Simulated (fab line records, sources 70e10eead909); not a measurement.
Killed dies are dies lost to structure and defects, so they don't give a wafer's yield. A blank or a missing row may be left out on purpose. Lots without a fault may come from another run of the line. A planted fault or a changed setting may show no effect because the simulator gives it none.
Which tool did it? | flow nand_harc | 6 lots, 18 wafers sampled, at 2 steps of a route of 1302

WHAT THE GAUGES READ, wafer by wafer
NHARC_P_CONTACT_CD_MEAS_19.
lot  | measured     | on        | cd_nm (nm)
L257 | day 6 13:04  | cd_sem-01 | 86.6 85.8 84.4
L259 | day 7 02:22  | cd_sem-02 | 91.6 91.5 87.8
L261 | day 7 22:04  | cd_sem-02 | 88.4 87.8 88.2
L271 | day 12 02:31 | cd_sem-03 | 86.9 82.5 85.7
L273 | day 12 20:50 | cd_sem-01 | 88.1 85.5 89.1
L277 | day 14 15:44 | cd_sem-02 | 89.0 86.1 88.5

WHICH TOOL RAN EACH LOT (tool, then ch and the chambers of the sampled wafers, then the start)
lot  | NHARC_P_CONTACT_ETCH_18
L257 | rie_diel-12 ch 1,2,3, day 6 13:04 or earlier
L259 | rie_diel-02 ch 1,2, day 7 02:22 or earlier
L261 | rie_diel-02 ch 0,3, day 7 22:04 or earlier
L271 | rie_diel-12 ch 1,2, day 12 02:31 or earlier
L273 | rie_diel-02 ch 1,2,3, day 12 20:50 or earlier
L277 | rie_diel-02 ch 1,2,3, day 14 15:44 or earlier
- NHARC_P_CONTACT_ETCH_18: etches the open film in C4F8/O2/Ar, target depth 481 nm, time 240.5 s.

THE ANSWER, worked out from the rows above alone
Rule: what is usual is taken from the lots themselves. Put in order of their means at a reading, lots are off if they are a third of the lots or fewer, leave a main group of 4 or more, and stand apart from it by a gap of 3 or more times the standard deviation of the main group's means; of several such gaps the widest counts. A main group whose means are all the same, to the digits that the tables above print for the reading, isn't used. A lot without any number at a reading at which 4 lots or more have one is off too. The other lots that the step has rows for count as sound.
No lot is off at any reading shown: from this, nothing can be told.

WHAT THE SIMULATOR HAD PUT IN
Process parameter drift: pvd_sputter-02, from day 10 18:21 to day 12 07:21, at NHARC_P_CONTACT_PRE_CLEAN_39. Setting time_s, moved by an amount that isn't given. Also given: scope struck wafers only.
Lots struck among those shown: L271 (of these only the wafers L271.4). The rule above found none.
